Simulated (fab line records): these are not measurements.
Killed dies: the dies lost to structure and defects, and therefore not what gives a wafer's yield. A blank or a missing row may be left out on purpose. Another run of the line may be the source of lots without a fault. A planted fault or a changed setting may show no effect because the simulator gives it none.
fab line records	flow nandHarc
record lots=13	wafers=39	lastDay=24
route steps=1159 shown A_SLIT@797 A_SIN_REMOVE@808 A_WL_FILL@811 END@1159
lots that met no fault: taken from a fault-free run of the same line
startH: hours from the record's first day to the start of the lot's first wafer shown	waitH: time in hours since the lot's previous step	" same as the row above	L1.1+2: several wafers, shown together as one row	- no value present, or no start provided	* or withheld: withheld	< > ~ a bound
route shown NAME@n: a module of which the file shows steps, and the number in the route of the first	usual: mean/standard deviation taken from wafers without a fault	same: alike in all rows	chamber/n: place in a boat	sites: the reading at each site	_std_site: the values' standard deviation	_edge_site: the outer-site mean with the inner-site mean subtracted	radiusMm: how far each site lies from the wafer's centre	mask NAME#n: copy n	behind: tool/chamber where the wafer was last shaped	hold: cause of the lot's hold/its duration in hours/its outcome	device: the transistor (n, p or np) that didn't switch	end of line: the tests these same wafers got at the end of their route	step lacking rows: just its recipe	killed: dies that structure and defects cost at the first sort, which is not the same as the wafer's yield	map: the dies of a wafer, with x for killed, . for not killed, _ for no die there
set.NAME: the setting as run; set.NAME@STEP: as run at that earlier step	model.NAME: the simulator's own value behind a step, which no gauge read
steps of the route over a sample of lots; a table a step, a row a wafer
services: from which hour (startH, from the record's first day; less than 0 if before it) a tool's chamber was out of use, for how many hours, and why
## steps
# step NHARC_A_SLIT_ETCH_26
# recipe biasV=400	sourceW=2000	pressureMtorr=25	timeS=90	arFlowSccm=375	c4f8FlowSccm=41.7	o2FlowSccm=83.3	targetDepthA=4000	chemistry=C4F8/O2/Ar
# usual drypumpMotorCurrentA=5.6/0.55	showerheadPlenumPTorr=3.71/0.064	throttleValvePct=27.620/0.0096
lot.wafer	tool	chamber	startH	waitH	drypumpMotorCurrentA	rfHoursCounterH	showerheadPlenumPTorr	throttleValvePct
L258.1	harEtch-01	0	325.16	1.2	5.2	1	3.69	27.621
L258.3	"	1	"	"	5.7	-	3.82	27.620
L258.6	"	0	"	"	5.1	-	3.69	27.626
L261.2	harEtch-01	0	339.60	1.2	5.1	11	3.69	27.619
L261.4	"	1	"	"	5.7	-	3.82	27.646
L261.6	"	1	"	"	5.7	-	3.82	27.612
L263.1	harEtch-01	0	341.29	1.0	5.2	12	3.69	27.628
L263.4	"	1	"	"	5.7	-	3.82	27.637
L263.6	"	1	"	"	5.7	-	3.82	27.626
L260.2	harEtch-02	1	341.74	1.2	6.4	180	3.65	27.609
L260.4	"	0	"	"	5.0	-	3.74	27.624
L260.5	"	0	"	"	5.0	-	3.74	27.620
L264.1	harEtch-02	1	344.40	1.2	6.4	182	3.65	27.625
L264.2	"	0	"	"	5.0	182	3.73	27.626
L264.6	"	1	"	"	6.4	-	3.64	27.617
L265.2	harEtch-02	0	371.14	1.2	5.0	191	3.73	27.611
L265.3	"	0	"	"	5.0	-	3.73	27.627
L265.4	"	1	"	"	6.4	-	3.64	27.627
L273.4	harEtch-02	1	412.48	0.8	6.4	-	3.63	27.625
L273.3	"	0	"	"	5.0	-	3.72	27.625
L273.6	"	0	"	"	5.0	-	3.72	27.611
L274.2	harEtch-02	0	420.26	1.2	5.0	214	3.72	27.613
L274.4	"	1	"	"	6.4	-	3.63	27.635
L274.5	"	1	"	"	6.4	-	3.63	27.611
L278.1	harEtch-01	0	431.49	1.2	5.2	53	3.67	27.621
L278.2	"	1	"	"	5.7	53	3.79	27.620
L278.3	"	0	"	"	5.2	-	3.67	27.626
L277.1	harEtch-02	1	431.77	1.2	6.4	217	3.63	27.614
L277.2	"	0	"	"	5.0	217	3.71	27.612
L277.5	"	0	"	"	5.0	-	3.71	27.608
L279.2	harEtch-01	0	433.19	1.3	5.2	54	3.66	27.626
L279.5	"	0	"	"	5.2	-	3.66	27.627
L279.6	"	1	"	"	5.7	-	3.79	27.621
L280.1	harEtch-01	1	451.64	1.3	5.7	63	3.79	27.617
L280.3	"	1	"	"	5.7	-	3.79	27.633
L280.5	"	0	"	"	5.1	-	3.66	27.593
L281.1	harEtch-01	1	465.97	1.2	5.7	69	3.79	27.614
L281.6	"	1	"	"	5.7	-	3.79	27.620
L281.5	"	0	"	"	5.2	-	3.66	27.610
# step NHARC_A_SIN_REMOVE_INSPECT_04
# usual rawDefectCount=292/78
lot.wafer	tool	chamber	startH	waitH	rawDefectCount
L258.1	defectInspect-02	-	333.97	0.0	268
L258.3	"	-	"	"	274
L258.6	"	-	"	"	239
L261.2	defectInspect-01	-	347.33	0.0	321
L261.4	"	-	"	"	251
L261.6	"	-	"	"	258
L260.2	defectInspect-01	-	350.08	0.0	296
L260.4	"	-	"	"	249
L260.5	"	-	"	"	287
L263.1	defectInspect-02	-	350.11	0.1	255
L263.4	"	-	"	"	202
L263.6	"	-	"	"	201
L264.1	defectInspect-01	-	353.26	0.0	456
L264.2	"	-	"	"	372
L264.6	"	-	"	"	342
L265.2	defectInspect-01	-	379.96	0.0	334
L265.3	"	-	"	"	319
L265.4	"	-	"	"	339
L273.3	defectInspect-02	-	421.01	0.0	228
L273.4	"	-	"	"	381
L273.6	"	-	"	"	255
L274.2	defectInspect-01	-	429.09	0.0	463
L274.4	"	-	"	"	308
L274.5	"	-	"	"	423
L278.1	defectInspect-02	-	440.26	0.0	253
L278.2	"	-	"	"	202
L278.3	"	-	"	"	242
L279.2	defectInspect-01	-	440.28	0.0	253
L279.5	"	-	"	"	201
L279.6	"	-	"	"	233
L277.1	defectInspect-02	-	440.28	0.0	227
L277.2	"	-	"	"	361
L277.5	"	-	"	"	232
L280.1	defectInspect-02	-	460.52	0.0	336
L280.3	"	-	"	"	419
L280.5	"	-	"	"	420
L281.1	defectInspect-02	-	474.79	0.0	429
L281.5	"	-	"	"	299
L281.6	"	-	"	"	433
# step NHARC_A_WL_FILL_ALD_02
# recipe targetThkA=20	pulseTimeS=3	aldCycles=100	tempC=450	material=TiN
# usual aldCycles=100/0	heaterPowerW=1090/110	precursorPulseHeightRel=0.997/0.02
# same pulseTimeS=3
lot.wafer	tool	chamber	startH	waitH	aldCycles	heaterPowerW	precursorPulseHeightRel
L258.1	aldMetal-04	0	337.62	0.2	100	1071	1.019
L258.3	"	2	"	"	100	1027	0.981
L258.6	"	0	"	"	100	1103	0.978
L261.2	aldMetal-02	3	348.93	0.2	100	1205	1.019
L261.4	"	2	"	"	100	1222	0.994
L261.6	"	3	"	"	100	1197	0.985
L263.1	aldMetal-01	3	350.65	0.2	100	1038	0.992
L263.4	"	0	"	"	100	1052	1.038
L263.6	"	3	"	"	100	1071	1.033
L260.2	aldMetal-04	0	350.71	0.2	100	1103	0.996
L260.4	"	1	"	"	100	1113	1.006
L260.5	"	2	"	"	100	1034	1.016
L264.2	aldMetal-02	1	353.81	0.2	100	1058	1.057
L264.1	"	3	"	"	100	1249	1.011
L264.6	"	2	"	"	70	1218	0.996
L265.2	aldMetal-02	3	380.70	0.2	100	1140	0.990
L265.4	"	1	"	"	100	1047	1.018
L265.3	"	2	"	"	70	1247	1.004
L273.4	aldMetal-04	3	421.73	0.1	100	1162	0.991
L273.3	"	2	"	"	100	1061	1.036
L273.6	"	0	"	"	100	1066	0.979
L274.2	aldMetal-01	3	429.63	0.2	100	1050	0.992
L274.4	"	2	"	"	100	974	1.007
L274.5	"	3	"	"	100	1055	0.985
L278.1	aldMetal-02	2	440.80	0.2	100	1253	0.955
L278.3	"	3	"	"	100	1153	0.990
L278.2	"	0	"	"	100	871	1.027
L279.2	aldMetal-01	2	441.02	0.2	100	969	0.991
L279.6	"	1	"	"	100	1241	0.984
L279.5	"	2	"	"	100	993	0.986
L277.1	aldMetal-04	0	441.14	0.2	100	1083	0.985
L277.2	"	3	"	"	100	1141	1.004
L277.5	"	1	"	"	100	1043	1.005
L280.1	aldMetal-02	3	461.11	0.2	100	1192	0.965
L280.3	"	1	"	"	100	1026	1.025
L280.5	"	2	"	"	100	1230	0.987
L281.1	aldMetal-01	0	475.60	0.3	100	991	0.996
L281.6	"	1	"	"	100	1169	0.984
L281.5	"	2	"	"	100	1012	0.964
# step NHARC_A_WL_FILL_ALD_10
# recipe targetThkA=500	pulseTimeS=10	aldCycles=500	tempC=300	material=SiO2
# usual aldCycles=500/0	heaterPowerW=464/37	precursorPulseHeightRel=0.996/0.02
# same pulseTimeS=10
lot.wafer	tool	chamber	startH	waitH	aldCycles	heaterPowerW	precursorPulseHeightRel
L258.1	aldHk-04	3	346.90	0.1	500	426	1.060
L258.3	"	0	"	"	500	435	1.025
L258.6	"	0	349.53	2.7	500	433	0.997
L264.1	aldHk-04	2	364.55	0.6	500	489	1.032
L264.2	"	0	365.58	1.6	500	432	0.967
L264.6	"	1	"	"	500	465	0.981
L260.2	aldHk-03	0	365.06	1.1	500	444	0.995
L260.4	"	1	"	"	500	493	0.970
L260.5	"	2	"	"	500	554	0.999
L263.1	aldHk-03	0	367.62	3.6	500	438	0.975
L263.4	"	1	"	"	500	492	1.021
L263.6	"	3	369.15	5.2	500	408	0.986
L261.4	aldHk-03	1	370.68	6.7	500	495	0.963
L261.2	"	3	371.72	7.7	500	418	1.018
L261.6	"	1	372.76	8.8	500	505	0.993
L265.2	aldHk-02	3	394.73	0.6	500	471	0.981
L265.3	"	0	"	"	500	446	0.997
L265.4	"	1	"	"	500	454	0.992
L273.3	aldHk-02	2	436.96	2.5	500	454	0.997
L273.4	"	0	437.99	3.6	500	449	1.007
L273.6	"	2	439.03	4.6	500	443	0.976
L274.4	aldHk-04	3	441.14	1.1	500	416	0.994
L274.2	"	0	"	"	500	442	1.021
L274.5	"	1	"	"	500	487	0.991
L278.3	aldHk-02	2	450.52	0.3	500	457	1.019
L278.2	"	3	"	"	500	475	0.991
L278.1	"	0	"	"	500	441	0.989
L279.2	aldHk-04	1	451.59	1.4	500	486	0.978
L279.5	"	3	452.63	2.4	500	415	0.981
L279.6	"	0	"	"	500	441	1.007
L277.1	aldHk-04	3	458.74	2.1	500	413	0.974
L277.2	"	0	459.77	3.1	500	439	1.033
L277.5	"	1	460.79	4.2	500	486	0.959
L280.3	aldHk-04	1	480.88	0.1	500	486	1.017
L280.1	"	0	482.42	1.6	500	447	0.980
L280.5	"	1	"	"	500	474	0.991
L281.1	aldHk-03	3	487.57	2.1	500	432	1.007
L281.5	"	2	489.13	3.7	500	530	0.991
L281.6	"	3	"	"	500	417	0.993
# step NHARC_END_SORT_01
# recipe tempC=25
# usual killedAtArray=29/11	killedAtOther=0.7/1.1	killedAtPeriphery=3.1/2	killedDies=33/11	killedOpen=3.5/1.8	killedShort=2.0/1.4
# same grossDies=677
lot.wafer	tool	chamber	startH	waitH	killedAtArray	killedAtOther	killedAtPeriphery	killedDies	killedOpen	killedShort
L273.3	prober-01	0	540.39	3.1	34	0	3	37	2	3
L273.4	prober-01	0	541.20	3.4	32	0	2	34	5	3
L273.6	prober-01	0	542.81	4.0	23	0	2	25	4	1
L279.2	prober-02	0	554.59	2.8	21	2	2	25	4	2
L279.5	prober-02	0	556.96	3.7	18	0	4	22	4	0
L279.6	prober-02	0	557.74	3.9	29	1	4	34	4	2
L277.1	prober-02	0	569.31	2.5	33	1	3	37	6	2
L277.2	prober-02	0	570.11	2.8	32	1	2	35	3	1
L277.5	prober-02	0	572.53	3.7	48	1	3	52	2	4
# killed by level:class
L273.3 A_SLIT:chamberFilmFlake=16 A_CONTACT:chamberFilmFlake=10 A_STAIRCASE:chamberFilmFlake=4 P_M0:geometricParticle:open=2 A_SOURCE_PLATE:geometricParticle:short=1 A_CHANNEL_HOLE_D1:geometricParticle:short=1 A_CHANNEL_FILL_D1:geometricParticle:short=1 P_GATE:chamberFilmFlake=1
L273.4 A_SLIT:chamberFilmFlake=12 A_STAIRCASE:chamberFilmFlake=6 A_CHANNEL_HOLE_D1:chamberFilmFlake=5 A_CONTACT:chamberFilmFlake=3 A_ONON_D1:geometricParticle:short=2 P_GATE:geometricParticle:open=1 P_M1:geometricParticle:open=1 A_CHANNEL_FILL_D1:geometricParticle:short=1
L273.6 A_SLIT:chamberFilmFlake=11 A_CHANNEL_HOLE_D1:chamberFilmFlake=5 A_CONTACT:chamberFilmFlake=3 P_CONTACT:geometricParticle:open=1 P_M0:geometricParticle:open=1 A_CONTACT:geometricParticle:open=1 A_BLC:geometricParticle:short=1 A_M0:geometricParticle:open=1
L279.2 A_CHANNEL_HOLE_D1:chamberFilmFlake=6 A_CONTACT:chamberFilmFlake=6 A_STAIRCASE:chamberFilmFlake=4 A_CHANNEL_FILL_D1:geometricParticle:short=2 THIN_TSV:chamberFilmFlake=2 P_CONTACT:geometricParticle:open=1 A_CHANNEL_FILL_D1:geometricParticle:open=1 A_WL_FILL:geometricParticle:open=1
L279.5 A_STAIRCASE:chamberFilmFlake=9 A_CHANNEL_HOLE_D1:chamberFilmFlake=4 P_GATE:chamberFilmFlake=2 A_CONTACT:chamberFilmFlake=2 P_M0:geometricParticle:open=1 A_BLC:geometricParticle:open=1 A_M0:geometricParticle:open=1 A_BONDPAD:geometricParticle:open=1
L279.6 A_CHANNEL_HOLE_D1:chamberFilmFlake=9 A_STAIRCASE:chamberFilmFlake=7 A_CONTACT:chamberFilmFlake=4 A_CHANNEL_FILL_D1:geometricParticle:open=2 A_CHANNEL_FILL_D1:chamberFilmFlake=2 THIN_TSV:chamberFilmFlake=1 P_M1:geometricParticle:open=1 A_SOURCE_PLATE:geometricParticle:short=1
L277.1 A_SLIT:chamberFilmFlake=13 A_CHANNEL_HOLE_D1:chamberFilmFlake=8 A_CONTACT:geometricParticle:open=2 A_M0:geometricParticle:open=2 A_ZERO_WELL:chamberFilmFlake=2 A_CONTACT:chamberFilmFlake=2 P_M0:geometricParticle:open=1 A_SGD_CUT:geometricParticle:open=1
L277.2 A_SLIT:chamberFilmFlake=18 A_CHANNEL_HOLE_D1:chamberFilmFlake=8 A_CONTACT:chamberFilmFlake=2 P_M0:geometricParticle:open=1 A_ONON_D1:geometricParticle:open=1 A_CONTACT:geometricParticle:short=1 P_STI:chamberFilmFlake=1 STARTING-WAFER:geometricParticle:open=1
L277.5 A_SLIT:chamberFilmFlake=22 A_CHANNEL_HOLE_D1:chamberFilmFlake=10 A_ZERO_WELL:chamberFilmFlake=5 P_M1:chamberFilmFlake=2 A_WL_FILL:chamberFilmFlake=2 A_CONTACT:chamberFilmFlake=2 A_ONON_D1:geometricParticle:short=1 A_CHANNEL_HOLE_D1:geometricParticle:open=1
## services
tool	chamber	startH	hours	kind
aldHk-02	-	304.51	2.8	repair
harEtch-01	-	306.66	17.0	pm
harEtch-01	0	306.66	17.0	ventCycle
harEtch-01	1	306.66	17.0	ventCycle
harEtch-01	0	323.66	-	clean
harEtch-01	0	323.66	-	consumableReplace:focusRing
harEtch-01	1	323.66	-	clean
harEtch-01	1	323.66	-	consumableReplace:focusRing
aldHk-03	-	328.43	10.0	pm
aldMetal-01	2	353.76	3.0	repair
aldMetal-02	-	364.00	10.0	pm
aldHk-04	0	367.13	10.0	ventCycle
aldHk-04	3	367.13	10.0	ventCycle
aldMetal-01	3	371.13	13.7	repair
aldHk-04	0	377.13	-	clean
aldHk-04	1	377.13	-	clean
aldHk-04	2	377.13	-	clean
aldMetal-02	-	382.65	0.7	repair
aldMetal-02	1	388.33	58.0	repair
aldMetal-04	-	406.00	10.0	pm
aldMetal-01	0	435.70	4.7	repair
aldMetal-01	-	457.58	0.9	repair
aldHk-02	-	458.00	10.0	pm
aldMetal-02	1	488.84	20.7	repair
## key
firstSign step=NHARC_A_WL_FILL_ALD_02	reading=aldCycles	direction=down	sigmas=99+	usual=100	struck=70
effect none on later readings
metAt NHARC_A_WL_FILL_ALD_02
struckLots L264,L265
struckWafers L264.6,L265.3
testerLeftOut L264,L265
notActingAt NHARC_A_SLIT_ETCH_26,NHARC_A_SIN_REMOVE_INSPECT_04,NHARC_A_WL_FILL_ALD_10
onsetBetween 348.93 353.81
fault kind=processParameterDrift	tool=aldMetal-02	chamber=2	onsetH=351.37	steps=NHARC_A_WL_FILL_ALD_02	channel=aldCycles	offset=-30	shape=step	endH=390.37	actsIn=theseRecipesOnly	stated=100
# testerLeftOut: of these lots the tester's yield and bins aren't shown, on N5 and GAA mostly nor the transistor test; their killed dies are dies lost to structure and defects alone, not to doping, threshold or leakage, so they don't give the yield
